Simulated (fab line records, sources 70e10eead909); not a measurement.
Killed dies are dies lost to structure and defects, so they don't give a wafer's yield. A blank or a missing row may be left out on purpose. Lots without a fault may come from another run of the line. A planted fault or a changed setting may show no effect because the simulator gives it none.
Which tool did it? | flow nand_harc | 6 lots, 18 wafers sampled, at 3 steps of a route of 1159

WHAT THE GAUGES READ, wafer by wafer
NHARC_A_ONON_D1_THK_MEAS_05: measures by ellipsometry.
lot  | measured     | on            | thk_nm (nm)
L263 | day 8 03:13  | film_metro-01 | 991 990 993
L266 | day 8 15:43  | film_metro-01 | 1000 1002 1002
L269 | day 9 10:41  | film_metro-01 | 1003 1002 1005
L272 | day 9 20:07  | film_metro-01 | 995 996 995
L281 | day 12 04:35 | film_metro-01 | 980 1532 980
L283 | day 13 04:13 | film_metro-02 | 1005 1556 1005

WHICH TOOL RAN EACH LOT (tool, then ch and the chambers of the sampled wafers, then the start)
lot  | NHARC_P_BONDPAD_ETCH_24                       | NHARC_A_ONON_D1_DEP_03
L263 | rie_diel-12 ch 0,3, day 6 22:08               | pecvd_onon-03 ch 0, day 8 02:46
L266 | rie_diel-05 ch 0,1,2, day 7 12:52 or earlier  | pecvd_onon-01 ch 0, day 8 15:12
L269 | rie_diel-12 ch 0,2, day 8 07:50               | pecvd_onon-03 ch 0, day 9 10:14
L272 | rie_diel-05 ch 1,2,3, day 8 20:33 or earlier  | pecvd_onon-01 ch 0, day 9 19:37
L281 | rie_diel-05 ch 0,1, day 11 03:32 or earlier   | pecvd_onon-02 ch 0, day 12 04:04
L283 | rie_diel-05 ch 1,2,3, day 12 04:01 or earlier | pecvd_onon-02 ch 0, day 13 03:43
- NHARC_P_BONDPAD_ETCH_24: etches the open film in CF4/N2, target depth 30 nm, time 72.99 s.
- NHARC_A_ONON_D1_DEP_03: target thk 1000 nm.

THE ANSWER, worked out from the rows above alone
Rule: what is usual is taken from the lots themselves. Put in order of their means at a reading, lots are off if they are a third of the lots or fewer, leave a main group of 4 or more, and stand apart from it by a gap of 3 or more times the standard deviation of the main group's means; of several such gaps the widest counts. A main group whose means are all the same, to the digits that the tables above print for the reading, isn't used. A lot without any number at a reading at which 4 lots or more have one is off too. The other lots that the step has rows for count as sound.
Off: L281, L283, at NHARC_A_ONON_D1_THK_MEAS_05 (thk_nm). The main group: mean 998 nm, standard deviation 4.8.
A tool fits if, at a process step before that reading, it ran every lot that is off, and no sound lot after the first of them. The gauges at NHARC_A_ONON_D1_THK_MEAS_05 are tried like those tools. NHARC_P_BONDPAD_ETCH_24 gives no start for some lots, so the hours and the order of its lots are those of NHARC_A_START_INSPECT_01. Can't be told from this: 2 tools fit, rie_diel-05 at NHARC_P_BONDPAD_ETCH_24, pecvd_onon-02 at NHARC_A_ONON_D1_DEP_03.

WHAT THE SIMULATOR HAD PUT IN
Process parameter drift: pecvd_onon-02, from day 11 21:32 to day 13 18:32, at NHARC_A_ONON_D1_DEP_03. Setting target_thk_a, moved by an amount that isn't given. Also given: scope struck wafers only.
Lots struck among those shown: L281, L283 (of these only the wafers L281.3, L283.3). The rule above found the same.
